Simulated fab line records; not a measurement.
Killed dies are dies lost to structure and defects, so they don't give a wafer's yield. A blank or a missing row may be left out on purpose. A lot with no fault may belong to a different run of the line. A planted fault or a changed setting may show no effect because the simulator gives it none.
Chamber matching / flow n5-finfet / N5_BEOL_M2_ETCH_63 on rie-diel-04 has 4 sister chambers
The step etches SiARC in CF4, target depth 15.6 nm, time 26 s. 4 wafers are shown with their chamber, then 12 later ones without.

== WAFERS PAIRED WITH THEIR CHAMBERS ==
wafer=L087.5; chamber=2; drypump-motor-current-A (A)=5.4
wafer=L090.5; chamber=0; drypump-motor-current-A (A)=5.1
wafer=L095.1; chamber=3; drypump-motor-current-A (A)=5.9
wafer=L095.5; chamber=1; drypump-motor-current-A (A)=6.5

== WAFERS MISSING THEIR CHAMBER ==
wafer=L092.1; drypump-motor-current-A (A)=5.9
wafer=L092.2; drypump-motor-current-A (A)=5.4
wafer=L092.3; drypump-motor-current-A (A)=5.1
wafer=L092.4; drypump-motor-current-A (A)=6.5
wafer=L092.5; drypump-motor-current-A (A)=5.8
wafer=L092.6; drypump-motor-current-A (A)=5.1
wafer=L094.1; drypump-motor-current-A (A)=5.5
wafer=L094.2; drypump-motor-current-A (A)=6.5
wafer=L094.3; drypump-motor-current-A (A)=5.8
wafer=L094.4; drypump-motor-current-A (A)=5.1
wafer=L094.5; drypump-motor-current-A (A)=5.9
wafer=L094.6; drypump-motor-current-A (A)=5.1

== CHAMBER TAKEN BY EACH ==
wafer=L092.1; from the rows above=3; in truth=3
wafer=L092.2; from the rows above=2; in truth=2
wafer=L092.3; from the rows above=0; in truth=0
wafer=L092.4; from the rows above=1; in truth=1
wafer=L092.5; from the rows above=3; in truth=3
wafer=L092.6; from the rows above=0; in truth=0
wafer=L094.1; from the rows above=2; in truth=2
wafer=L094.2; from the rows above=1; in truth=1
wafer=L094.3; from the rows above=3; in truth=3
wafer=L094.4; from the rows above=0; in truth=0
wafer=L094.5; from the rows above=3; in truth=3
wafer=L094.6; from the rows above=0; in truth=0
12 of 12 placed correctly. Can't be placed from these rows: 0. Number placed wrongly: 0.
How it was worked out, from the rows above alone: a wafer's distance from a chamber is the root of the sum, over the readings, of the square of ((its reading less the chamber's mean) divided by the reading's scatter). The wafer belongs to the nearest chamber; if the next one is less than 2 further off, it can't be placed. A chamber's mean is the mean of its shown wafers. The scatter: with one shown wafer a chamber, the root of the mean of the squares of how far each hidden wafer lies from its nearest shown one.
